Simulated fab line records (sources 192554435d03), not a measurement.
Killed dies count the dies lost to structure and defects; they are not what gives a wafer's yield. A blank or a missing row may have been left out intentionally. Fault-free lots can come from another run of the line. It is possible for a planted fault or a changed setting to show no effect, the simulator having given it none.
Which of the tools did it? :: flow n5Finfet :: 9 lots, 27 wafers sampled, at 6 steps of a route of 1938

== WHAT THE GAUGES READ, wafer by wafer ==
N5_FIN_SAQP_THK_MEAS_05.
lot: L168
measured: day 2 09:17
on: filmMetro-02
thkNm (nm): 37.2 37.9 38.1

lot: L169
measured: day 2 15:20
on: filmMetro-02
thkNm (nm): 37.3 38.1 37.5

lot: L171
measured: day 3 02:40
on: filmMetro-02
thkNm (nm): 31.6 32.0 32.3

lot: L176
measured: day 4 09:31
on: filmMetro-01
thkNm (nm): 31.6 32.6 32.3

lot: L182
measured: day 5 21:43
on: filmMetro-01
thkNm (nm): 38.1 37.3 37.7

lot: L183
measured: day 6 05:11
on: filmMetro-01
thkNm (nm): 37.8 37.1 38.5

lot: L184
measured: day 6 12:01
on: filmMetro-02
thkNm (nm): 37.6 37.2 37.1

lot: L187
measured: day 7 04:15
on: filmMetro-02
thkNm (nm): 38.3 37.4 38.7

lot: L188
measured: day 7 10:39
on: filmMetro-01
thkNm (nm): 38.1 37.4 38.8

N5_BEOL_M4_RC_MEAS_101.
lot: L168
measured: day 8 11:39
on: prober-02
DIBL_N (mV/V): 35.8 35.9 38.0
DIBL_P (mV/V): 36.9 35.7 39.7
IOFF_N (nA/um): 0.15 0.15 0.19
IOFF_P (nA/um): 0.22 0.19 0.27
ION_N (uA/um): 678 664 675
ION_P (uA/um): 470 457 469
SS_N (mV/dec): 71.6 71.4 72.2
SS_P (mV/dec): 73.6 72.8 74.3
VT_N (mV): 248 249 249
VT_P (mV): -250 -252 -249

lot: L169
measured: day 8 13:38
on: prober-02
DIBL_N (mV/V): 36.3 37.3 37.1
DIBL_P (mV/V): 35.6 37.0 36.1
IOFF_N (nA/um): 0.16 0.18 0.16
IOFF_P (nA/um): 0.23 0.25 0.22
ION_N (uA/um): 683 680 680
ION_P (uA/um): 474 465 472
SS_N (mV/dec): 71.8 71.7 71.6
SS_P (mV/dec): 73.3 73.5 73.8
VT_N (mV): 247 247 248
VT_P (mV): -250 -246 -250

lot: L171
measured: day 9 08:32
on: prober-01
DIBL_N (mV/V): 37.3 36.5 34.3
DIBL_P (mV/V): 36.4 34.5 33.2
IOFF_N (nA/um): 0.17 0.17 0.13
IOFF_P (nA/um): 0.23 0.20 0.18
ION_N (uA/um): 673 678 668
ION_P (uA/um): 467 459 457
SS_N (mV/dec): 71.5 71.8 70.1
SS_P (mV/dec): 73.2 72.7 72.1
VT_N (mV): 250 247 249
VT_P (mV): -247 -249 -250

lot: L176
measured: day 10 18:22
on: prober-02
DIBL_N (mV/V): 36.8 36.4 34.8
DIBL_P (mV/V): 37.0 36.5 35.0
IOFF_N (nA/um): 0.18 0.18 0.15
IOFF_P (nA/um): 0.23 0.22 0.21
ION_N (uA/um): 673 676 676
ION_P (uA/um): 461 470 465
SS_N (mV/dec): 71.7 71.3 71.6
SS_P (mV/dec): 73.3 73.8 73.7
VT_N (mV): 248 249 248
VT_P (mV): -250 -251 -248

lot: L182
measured: day 12 12:28
on: prober-02
DIBL_N (mV/V): 34.2 33.3 36.3
DIBL_P (mV/V): 33.8 32.6 36.6
IOFF_N (nA/um): 0.13 0.13 0.17
IOFF_P (nA/um): 0.18 0.17 0.23
ION_N (uA/um): 647 657 665
ION_P (uA/um): 455 459 457
SS_N (mV/dec): 70.6 70.6 72.2
SS_P (mV/dec): 72.7 72.4 73.4
VT_N (mV): 253 251 248
VT_P (mV): -253 -251 -250

lot: L183
measured: day 12 09:08
on: prober-02
DIBL_N (mV/V): 34.6 35.1 36.8
DIBL_P (mV/V): 34.6 35.6 38.2
IOFF_N (nA/um): 0.12 0.13 0.15
IOFF_P (nA/um): 0.18 0.19 0.23
ION_N (uA/um): 661 667 679
ION_P (uA/um): 458 461 470
SS_N (mV/dec): 71.6 71.1 72.1
SS_P (mV/dec): 72.5 72.6 73.9
VT_N (mV): 254 254 251
VT_P (mV): -253 -250 -250

lot: L184
measured: day 12 22:08
on: prober-02
DIBL_N (mV/V): 34.9 32.7 37.0
DIBL_P (mV/V): 35.6 32.1 37.2
IOFF_N (nA/um): 0.14 0.12 0.19
IOFF_P (nA/um): 0.23 0.18 0.27
ION_N (uA/um): 668 677 681
ION_P (uA/um): 463 467 472
SS_N (mV/dec): 71.3 70.6 71.7
SS_P (mV/dec): 73.1 72.5 73.3
VT_N (mV): 253 251 245
VT_P (mV): -246 -248 -244

lot: L187
measured: day 13 06:59
on: prober-02
DIBL_N (mV/V): 33.0 38.4 35.4
DIBL_P (mV/V): 30.8 38.8 34.2
IOFF_N (nA/um): 0.11 0.20 0.13
IOFF_P (nA/um): 0.15 0.27 0.19
ION_N (uA/um): 649 676 670
ION_P (uA/um): 449 463 463
SS_N (mV/dec): 71.1 71.9 71.2
SS_P (mV/dec): 72.6 74.0 72.6
VT_N (mV): 257 248 251
VT_P (mV): -254 -244 -249

lot: L188
measured: day 14 11:01
on: prober-02
DIBL_N (mV/V): 33.9 35.4 34.7
DIBL_P (mV/V): 34.4 37.0 36.1
IOFF_N (nA/um): 0.12 0.14 0.13
IOFF_P (nA/um): 0.17 0.20 0.19
ION_N (uA/um): 661 679 669
ION_P (uA/um): 464 466 466
SS_N (mV/dec): 70.6 70.3 70.5
SS_P (mV/dec): 71.7 72.9 72.2
VT_N (mV): 254 253 254
VT_P (mV): -253 -249 -252

== TOOL THAT RAN EACH LOT (tool first, then ch and the chambers of the sampled wafers, then the start) ==
lot: L168
N5_FIN_SAQP_DENSIFY_62: rtpAnneal-01 ch 0, day 2 08:58
N5_FIN_SAQP_HM_DEP_03: pecvd-04 ch 0,1, day 2 09:11
N5_FIN_SAQP_PECVD_48: pecvd-02 ch 0,2, day 2 09:22
N5_FIN_SAQP_HM_DEP_72: pecvd-04 ch 0,1, day 2 09:32

lot: L169
N5_FIN_SAQP_DENSIFY_62: rtpAnneal-01 ch 0, day 2 15:02
N5_FIN_SAQP_HM_DEP_03: pecvd-04 ch 0,1, day 2 15:13
N5_FIN_SAQP_PECVD_48: pecvd-03 ch 0,1,2, day 2 15:24
N5_FIN_SAQP_HM_DEP_72: pecvd-02 ch 1,2, day 2 15:34

lot: L171
N5_FIN_SAQP_DENSIFY_62: rtpAnneal-01 ch 0, day 3 02:23
N5_FIN_SAQP_HM_DEP_03: pecvd-04 ch 0,1, day 3 02:34
N5_FIN_SAQP_PECVD_48: pecvd-02 ch 0,1,2, day 3 02:44
N5_FIN_SAQP_HM_DEP_72: pecvd-02 ch 0,1,2, day 3 02:54

lot: L176
N5_FIN_SAQP_DENSIFY_62: rtpAnneal-01 ch 0, day 4 09:13
N5_FIN_SAQP_HM_DEP_03: pecvd-04 ch 1,2, day 4 09:25
N5_FIN_SAQP_PECVD_48: pecvd-03 ch 0,1,2, day 4 09:35
N5_FIN_SAQP_HM_DEP_72: pecvd-04 ch 1,2, day 4 09:45

lot: L182
N5_FIN_SAQP_DENSIFY_62: rtpAnneal-02 ch 0, day 5 21:25
N5_FIN_SAQP_HM_DEP_03: pecvd-02 ch 0,1,2, day 5 21:38
N5_FIN_SAQP_PECVD_48: pecvd-03 ch 0,1,2, day 5 21:48
N5_FIN_SAQP_HM_DEP_72: pecvd-02 ch 1,2, day 5 21:58

lot: L183
N5_FIN_SAQP_DENSIFY_62: rtpAnneal-02 ch 0, day 6 04:53
N5_FIN_SAQP_HM_DEP_03: pecvd-02 ch 1,2, day 6 05:05
N5_FIN_SAQP_PECVD_48: pecvd-03 ch 1,2, day 6 05:16
N5_FIN_SAQP_HM_DEP_72: pecvd-04 ch 1,2, day 6 05:26

lot: L184
N5_FIN_SAQP_DENSIFY_62: rtpAnneal-01 ch 0, day 6 11:31
N5_FIN_SAQP_HM_DEP_03: pecvd-02 ch 0,1,2, day 6 11:56
N5_FIN_SAQP_PECVD_48: pecvd-02 ch 0,1,2, day 6 12:05
N5_FIN_SAQP_HM_DEP_72: pecvd-03 ch 0,1,2, day 6 12:16

lot: L187
N5_FIN_SAQP_DENSIFY_62: rtpAnneal-02 ch 0, day 7 03:58
N5_FIN_SAQP_HM_DEP_03: pecvd-03 ch 0,2, day 7 04:10
N5_FIN_SAQP_PECVD_48: pecvd-04 ch 0,1,2, day 7 04:19
N5_FIN_SAQP_HM_DEP_72: pecvd-02 ch 1,2, day 7 04:29

lot: L188
N5_FIN_SAQP_DENSIFY_62: rtpAnneal-02 ch 0, day 7 10:22
N5_FIN_SAQP_HM_DEP_03: pecvd-02 ch 1,2, day 7 10:34
N5_FIN_SAQP_PECVD_48: pecvd-03 ch 0,1,2, day 7 10:43
N5_FIN_SAQP_HM_DEP_72: pecvd-04 ch 0,1,2, day 7 10:53
- N5_FIN_SAQP_DENSIFY_62: time 60 s.
- N5_FIN_SAQP_HM_DEP_03: deposits SiNx from SiH4/NH3/N2, target thk 38 nm, time 33.6 s.
- N5_FIN_SAQP_PECVD_48: deposits SiNx from SiH4/NH3/N2, target thk 25 nm, time 22.1 s.
- N5_FIN_SAQP_HM_DEP_72: deposits SiO2 from SiH4/N2O, target thk 12 nm, time 7.2 s.

== WHAT THE TOOLS THEMSELVES READ (means of the sampled wafers that have a number; where no wafer has one, the mark that the record gives instead) ==
N5_FIN_SAQP_DENSIFY_62.
lot: L168
tool: rtpAnneal-01
lampPowerPct (%): 9.87
wafer_temp_C_max: 703.8

lot: L169
tool: rtpAnneal-01
lampPowerPct (%): 9.90
wafer_temp_C_max: 703.8

lot: L171
tool: rtpAnneal-01
lampPowerPct (%): 9.81
wafer_temp_C_max: 702.8

lot: L176
tool: rtpAnneal-01
lampPowerPct (%): 9.82
wafer_temp_C_max: 703.1

lot: L182
tool: rtpAnneal-02
lampPowerPct (%): 9.82
wafer_temp_C_max: 702.6

lot: L183
tool: rtpAnneal-02
lampPowerPct (%): 9.83
wafer_temp_C_max: 703.8

lot: L184
tool: rtpAnneal-01
lampPowerPct (%): 9.81
wafer_temp_C_max: 703.4

lot: L187
tool: rtpAnneal-02
lampPowerPct (%): 9.78
wafer_temp_C_max: 703.2

lot: L188
tool: rtpAnneal-02
lampPowerPct (%): 9.90
wafer_temp_C_max: 703.4

N5_FIN_SAQP_HM_DEP_03.
lot: L168
tool: pecvd-04
heaterPowerOuterW (W): 465
heaterPowerW (W): 810
showerheadPlenumPTorr (Torr): 5.13
susceptorTempC (C): 399.92
throttleValvePct (%): 45.0

lot: L169
tool: pecvd-04
heaterPowerOuterW (W): 446
heaterPowerW (W): 770
showerheadPlenumPTorr (Torr): 5.13
susceptorTempC (C): 400.10
throttleValvePct (%): 45.0

lot: L171
tool: pecvd-04
heaterPowerOuterW (W): 407
heaterPowerW (W): 734
showerheadPlenumPTorr (Torr): 5.13
susceptorTempC (C): 400.07
throttleValvePct (%): 42.8

lot: L176
tool: pecvd-04
heaterPowerOuterW (W): 436
heaterPowerW (W): 770
showerheadPlenumPTorr (Torr): 5.11
susceptorTempC (C): 399.91
throttleValvePct (%): 39.0

lot: L182
tool: pecvd-02
heaterPowerOuterW (W): 452
heaterPowerW (W): 765
showerheadPlenumPTorr (Torr): 5.17
susceptorTempC (C): 400.22
throttleValvePct (%): 41.4

lot: L183
tool: pecvd-02
heaterPowerOuterW (W): 479
heaterPowerW (W): 779
showerheadPlenumPTorr (Torr): 5.21
susceptorTempC (C): 400.21
throttleValvePct (%): 40.3

lot: L184
tool: pecvd-02
heaterPowerOuterW (W): 470
heaterPowerW (W): 814
showerheadPlenumPTorr (Torr): 5.17
susceptorTempC (C): 400.11
throttleValvePct (%): 41.6

lot: L187
tool: pecvd-03
heaterPowerOuterW (W): 423
heaterPowerW (W): 756
showerheadPlenumPTorr (Torr): 5.17
susceptorTempC (C): 400.15
throttleValvePct (%): 38.6

lot: L188
tool: pecvd-02
heaterPowerOuterW (W): 524
heaterPowerW (W): 856
showerheadPlenumPTorr (Torr): 5.22
susceptorTempC (C): 400.07
throttleValvePct (%): 40.3

N5_FIN_SAQP_PECVD_48.
lot: L168
tool: pecvd-02
heaterPowerOuterW (W): 458
heaterPowerW (W): 805
showerheadPlenumPTorr (Torr): 5.12
susceptorTempC (C): 400.14
throttleValvePct (%): 42

lot: L169
tool: pecvd-03
heaterPowerOuterW (W): 450
heaterPowerW (W): 765
showerheadPlenumPTorr (Torr): 5.20
susceptorTempC (C): 399.96
throttleValvePct (%): 39

lot: L171
tool: pecvd-02
heaterPowerOuterW (W): 451
heaterPowerW (W): 761
showerheadPlenumPTorr (Torr): 5.16
susceptorTempC (C): 400.24
throttleValvePct (%): 41

lot: L176
tool: pecvd-03
heaterPowerOuterW (W): 415
heaterPowerW (W): 737
showerheadPlenumPTorr (Torr): 5.19
susceptorTempC (C): 400.12
throttleValvePct (%): 40

lot: L182
tool: pecvd-03
heaterPowerOuterW (W): 448
heaterPowerW (W): 785
showerheadPlenumPTorr (Torr): 5.19
susceptorTempC (C): 399.96
throttleValvePct (%): 40

lot: L183
tool: pecvd-03
heaterPowerOuterW (W): 482
heaterPowerW (W): 828
showerheadPlenumPTorr (Torr): 5.16
susceptorTempC (C): 400.02
throttleValvePct (%): 40

lot: L184
tool: pecvd-02
heaterPowerOuterW (W): 508
heaterPowerW (W): 845
showerheadPlenumPTorr (Torr): 5.17
susceptorTempC (C): 400.00
throttleValvePct (%): 41

lot: L187
tool: pecvd-04
heaterPowerOuterW (W): 438
heaterPowerW (W): 768
showerheadPlenumPTorr (Torr): 5.10
susceptorTempC (C): 399.87
throttleValvePct (%): 42

lot: L188
tool: pecvd-03
heaterPowerOuterW (W): 422
heaterPowerW (W): 741
showerheadPlenumPTorr (Torr): 5.20
susceptorTempC (C): 400.03
throttleValvePct (%): 40

N5_FIN_SAQP_HM_DEP_72.
lot: L168
tool: pecvd-04
heaterPowerOuterW (W): 479
heaterPowerW (W): 804
showerheadPlenumPTorr (Torr): 8.14
susceptorTempC (C): 400.19

lot: L169
tool: pecvd-02
heaterPowerOuterW (W): 525
heaterPowerW (W): 845
showerheadPlenumPTorr (Torr): 8.30
susceptorTempC (C): 400.19

lot: L171
tool: pecvd-02
heaterPowerOuterW (W): 481
heaterPowerW (W): 810
showerheadPlenumPTorr (Torr): 8.20
susceptorTempC (C): 399.85

lot: L176
tool: pecvd-04
heaterPowerOuterW (W): 457
heaterPowerW (W): 805
showerheadPlenumPTorr (Torr): 8.06
susceptorTempC (C): 400.01

lot: L182
tool: pecvd-02
heaterPowerOuterW (W): 526
heaterPowerW (W): 856
showerheadPlenumPTorr (Torr): 8.32
susceptorTempC (C): 399.99

lot: L183
tool: pecvd-04
heaterPowerOuterW (W): 407
heaterPowerW (W): 722
showerheadPlenumPTorr (Torr): 8.08
susceptorTempC (C): 400.19

lot: L184
tool: pecvd-03
heaterPowerOuterW (W): 448
heaterPowerW (W): 780
showerheadPlenumPTorr (Torr): 8.26
susceptorTempC (C): 399.72

lot: L187
tool: pecvd-02
heaterPowerOuterW (W): 490
heaterPowerW (W): 821
showerheadPlenumPTorr (Torr): 8.29
susceptorTempC (C): 399.93

lot: L188
tool: pecvd-04
heaterPowerOuterW (W): 483
heaterPowerW (W): 816
showerheadPlenumPTorr (Torr): 8.06
susceptorTempC (C): 399.92

== THE ANSWER, worked out from the rows above alone ==
Rule: what is usual is taken from the lots themselves. The widest of any qualifying gaps counts: lots, ordered by their means at a reading, are off when they make up no more than a third of the lots, leave a main group of 4 or more, and stand apart from it by 3 or more times the standard deviation of that group's means. If all means in a main group match to the digits the tables above print for the reading, that group is not used. A lot without any number at a reading at which 4 lots or more have one is off too. All remaining lots with rows at the step are treated as sound. Order of review: gauges by route order, followed by the tools' own readings, for which a lot's mean as printed above is used. At the first step where some lot is off, the reading lying furthest off is the one used; lots without a number count as furthest.
Off at N5_FIN_SAQP_THK_MEAS_05 (thkNm): L171, L176. Mean 37.8 nm and standard deviation 0.26 in the main group.
If a tool, at a process step before that reading, ran all the lots that are off and no sound lot after the first of them, it fits. Gauges at N5_FIN_SAQP_THK_MEAS_05: tried the same way as those tools. One candidate fits, namely pecvd-04 at N5_FIN_SAQP_HM_DEP_03. A fault onset in the window from L169 (day 2 15:13, its last sound lot) to L171 (day 3 02:34, its first lot off) fits.

== WHAT WAS PUT IN BY THE SIMULATOR ==
Site profile drift: pecvd-04, from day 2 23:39 on, at N5_FIN_SAQP_HM_DEP_03. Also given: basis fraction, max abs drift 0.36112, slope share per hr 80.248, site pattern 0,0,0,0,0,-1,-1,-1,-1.
Lots struck among those shown: L171, L176. Same finding as the rule above.
